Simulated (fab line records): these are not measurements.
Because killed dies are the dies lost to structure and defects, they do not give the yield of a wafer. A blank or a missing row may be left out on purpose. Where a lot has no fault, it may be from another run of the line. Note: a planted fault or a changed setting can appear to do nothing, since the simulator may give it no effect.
Lot-split experiment	flow n5 finfet	7 lots, 39 wafers read, on a route of 1938 steps

== SPLIT DETAILS ==
At N5_BEOL_M11_ETCH_41 (etches SiCN in CH3F/O2, target depth 42.6 nm, time 86 s), the setting time s was moved away from the recipe's 86 s on 15 of the 39 wafers read, by -21.0% to +49.7%. The other wafers ran this setting at the recipe's value.

Reading taken at the split's own step.

== THE READING ==
etch.depth nm (the simulator's own value, which no gauge read), in nm, at N5_BEOL_M11_ETCH_41 (etches SiCN in CH3F/O2, target depth 42.6 nm, time 86 s). There is no usual value for it anywhere in the file. Across the 24 wafers here that went through the recipe, the average is 32.80 nm and the standard deviation 0.74 nm.

wafer	tool, chamber at the split	time s as run, s	against the recipe	etch.depth nm, nm	against lot-mates on the recipe
L078.1	rie diel-01, 0	86	recipe	32.64	-
L078.2	rie diel-01, 3	86	recipe	32.86	-
L078.3	rie diel-01, 2	86	recipe	34.05	-
L078.5	rie diel-01, 2	86	recipe	34.05	-
L078.4	rie diel-01, 1	86	recipe	32.39	-
L078.6	rie diel-01, 3	86	recipe	32.63	-
L081.1	rie diel-04, 1	86	recipe	32.12	-
L081.2	rie diel-04, 3	86	recipe	31.62	-
L081.3	rie diel-04, 2	86	recipe	32.43	-
L081.4	rie diel-04, 0	128.7	+49.7%	49.5	+17.44
L081.5	rie diel-04, 2	128.7	+49.7%	47.48	+15.42
L081.6	rie diel-04, 3	128.7	+49.7%	47.05	+14.99
L082.1	rie diel-03, 0	117.6	+36.7%	44.49	+12.42
L082.2	rie diel-03, 2	117.6	+36.7%	44.15	+12.08
L082.3	rie diel-03, 3	117.6	+36.7%	43.31	+11.24
L082.4	rie diel-03, 3	86	recipe	31.94	-
L082.5	rie diel-03, 2	86	recipe	32.23	-
L082.6	rie diel-03, 0	86	recipe	32.05	-
L086.2	rie diel-01, 1	86	recipe	32.19	-
L086.3	rie diel-01, 3	86	recipe	32.32	-
L086.4	rie diel-01, 2	86	recipe	33.94	-
L092.1	rie diel-01, 0	86	recipe	31.91	-
L092.2	rie diel-01, 3	113.2	+31.6%	42.94	+10.29
L092.3	rie diel-01, 2	113.2	+31.6%	44.18	+11.53
L092.4	rie diel-01, 2	86	recipe	33.52	-
L092.5	rie diel-01, 0	113.2	+31.6%	42.65	+10.00
L092.6	rie diel-01, 3	86	recipe	32.52	-
L095.1	rie diel-01, 1	119.8	+39.3%	46.61	+12.98
L095.2	rie diel-01, 2	86	recipe	33.78	-
L095.3	rie diel-01, 0	119.8	+39.3%	45.84	+12.21
L095.4	rie diel-01, 1	86	recipe	33.4	-
L095.5	rie diel-01, 2	86	recipe	33.72	-
L095.6	rie diel-01, 0	119.8	+39.3%	45.6	+11.97
L097.1	rie diel-01, 1	86	recipe	33.11	-
L097.2	rie diel-01, 2	86	recipe	33.49	-
L097.3	rie diel-01, 0	67.98	-21.0%	25.76	-7.24
L097.4	rie diel-01, 3	86	recipe	32.4	-
L097.5	rie diel-01, 1	67.98	-21.0%	26.16	-6.84
L097.6	rie diel-01, 0	67.98	-21.0%	25.72	-7.28

THE FIT
A straight line over all 39 wafers: etch.depth nm changes by +0.318 nm for each +1% of time s; r = +0.99; the points scatter about the line by 0.79 nm.
The same after taking each lot's own level away (the mean of its wafers on the recipe; 39 wafers): +0.325 nm for each +1%; r = +1.00; scatter 0.62 nm.
Per that fit: largest time s move, reading shift of 16 nm.
The lots' own levels span 32.057 to 33.633 nm, that is 2.1 times the standard deviation above.
So the lot-to-lot level changes the slope little: the two slopes agree.
Check: with one of the wafers moved furthest among these (+49.7%) left out of the fit, the line predicts +15.9 nm for it against its lot-mates. Against them it came out at +17.4 nm.

== OTHER SPLITS ON THESE WAFERS ==
Before the reading, these wafers also passed through other splits. Each is held against what the fit with the lots' levels taken away leaves over:
other split on the same wafers	wafers away from the commonest value	r with etch.depth nm (lot level and that fit taken away)
N5_BEOL_M6_TRENCH_ETCH_37 target depth a	15	-0.10
N5_BEOL_M8_DESCUM_33 time s	15	+0.07
N5_BEOL_M9_ILD_DEP_00 target thk a	12	-0.07

== THE FILE'S OWN FIT ==
etch.depth nm changes by +0.324 nm for each +1% of time s, r = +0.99.
